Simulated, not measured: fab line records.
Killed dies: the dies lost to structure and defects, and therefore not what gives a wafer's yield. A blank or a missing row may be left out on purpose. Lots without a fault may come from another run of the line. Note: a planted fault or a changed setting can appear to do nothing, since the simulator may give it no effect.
Split-lot study    flow n5_finfet    on a route of 1938 steps: 7 lots, 21 wafers read

THE SPLIT ITSELF
At N5_BEOL_M4_COAT_68 (time 60 s, resist thk 12 nm), the setting spin_rpm was moved away from the recipe's 1500 rpm on 4 of the 21 wafers read, by -10.3% to +5.0%. All remaining wafers had this setting at the recipe value.

FROM THE SPLIT TO THE READING: what the file shows between them, 4 steps
- N5_BEOL_M4_COAT_76: time 60 s, resist thk 5 nm
- N5_BEOL_M4_COAT_22: resist thk 30 nm
- N5_BEOL_M4_DESCUM_33: chemistry O2, time 7 s
- N5_BEOL_M4_ETCH_77: etches underlayer in N2/H2, target depth 6.5 nm, time 5.2 s

THE READING
CAR-EUV_of_BEOL_M4_COAT_22.thk_nm (the simulator's own value, which no gauge read), in nm, at N5_BEOL_M4_ETCH_69 (etches SiARC in CF4, target depth 15.6 nm, time 26 s). The file does not state a usual value for it. Across the 17 wafers here that went through the recipe, the average is 11.1 nm and the standard deviation 0.098 nm.

wafer   tool, chamber at the split  spin_rpm as run, rpm  against the recipe  CAR-EUV_of_BEOL_M4_COAT_22.thk_nm, nm  against lot-mates on the recipe
L077.3  litho_track-05, 0           1500                  recipe              11                                     -
L077.5  litho_track-05, 0           1500                  recipe              11.2                                   -
L077.6  litho_track-05, 0           1500                  recipe              11.2                                   -
L076.3  litho_track-02, 0           1500                  recipe              11.2                                   -
L076.4  litho_track-02, 0           1500                  recipe              11.2                                   -
L076.6  litho_track-02, 0           1500                  recipe              11.2                                   -
L078.4  litho_track-02, 0           1345                  -10.3%              10.6                                   -0.6
L078.5  litho_track-02, 0           1500                  recipe              11.2                                   -
L078.6  litho_track-02, 0           1345                  -10.3%              10.6                                   -0.6
L083.3  litho_track-03, 0           1500                  recipe              11                                     -
L083.5  litho_track-03, 0           1500                  recipe              11                                     -
L083.6  litho_track-03, 0           1500                  recipe              11                                     -
L090.3  litho_track-05, 0           1500                  recipe              11.2                                   -
L090.4  litho_track-05, 0           1575                  +5.0%               11.4                                   +0.2
L090.6  litho_track-05, 0           1500                  recipe              11.2                                   -
L094.2  litho_track-03, 0           1500                  recipe              11                                     -
L094.3  litho_track-03, 0           1553                  +3.5%               11.2                                   +0.1
L094.4  litho_track-03, 0           1500                  recipe              11.2                                   -
L082.2  litho_track-05, 0           1500                  recipe              11.2                                   -
L082.4  litho_track-05, 0           1500                  recipe              11                                     -
L082.6  litho_track-05, 0           1500                  recipe              11                                     -

THE FIT
A straight line over all 21 wafers: CAR-EUV_of_BEOL_M4_COAT_22.thk_nm changes by +0.0492 nm for each +1% of spin_rpm; r = +0.88; the points scatter about the line by 0.096 nm.
The same after taking each lot's own level away (the mean of its wafers on the recipe; 21 wafers): +0.0542 nm for each +1%; r = +0.94; scatter 0.068 nm.
According to that fit, moving spin_rpm by its largest amount changes the reading by 0.56 nm.
Measured against the standard deviation above, the lots' own levels, which go from 11.00 to 11.20 nm, span 2.0 times it.
Hence the lot-to-lot level has little effect on the slope; both slopes agree.
Check: with one of the wafers moved furthest among these (-10.3%) left out of the fit, the line predicts -0.55 nm for it against its lot-mates. Against them it came out at -0.6 nm.

ADDITIONAL SPLITS CARRIED BY THESE WAFERS
These wafers also went through other splits before the reading. Each is held against what the fit with the lots' levels taken away leaves over:
other split on the same wafers    wafers away from the commonest value  r with CAR-EUV_of_BEOL_M4_COAT_22.thk_nm (lot level and that fit taken away)
N5_BEOL_M2_COAT_67 spin_rpm       5                                     -0.12
N5_BEOL_M3_TRENCH_ETCH_37 bias_w  5                                     -0.24
N5_BEOL_M4_COAT_67 spin_rpm       7                                     +0.12

THE WHOLE CHAIN: every reading that the file lists as answering this split, in the file's order
step                what it does                                          reading                                                                             change (the file's fit)                 r (the file's)
N5_BEOL_M4_COAT_68  time 60 s, resist thk 12 nm                           SiARC_of_BEOL_M4_COAT_68.thk_nm (the simulator's own value, which no gauge read)    -0.0548 nm for each +1% of the setting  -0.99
N5_BEOL_M4_ETCH_69  etches SiARC in CF4, target depth 15.6 nm, time 26 s  etch.depth_nm (the simulator's own value, which no gauge read)                      -0.0597 nm for each +1% of the setting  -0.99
N5_BEOL_M4_ETCH_69  etches SiARC in CF4, target depth 15.6 nm, time 26 s  CAR-EUV_of_BEOL_M4_COAT_22.thk_nm (the simulator's own value, which no gauge read)  +0.0524 nm for each +1% of the setting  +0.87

THE FILE'S OWN FIT
CAR-EUV_of_BEOL_M4_COAT_22.thk_nm changes by +0.0524 nm for each +1% of spin_rpm, r = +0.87.
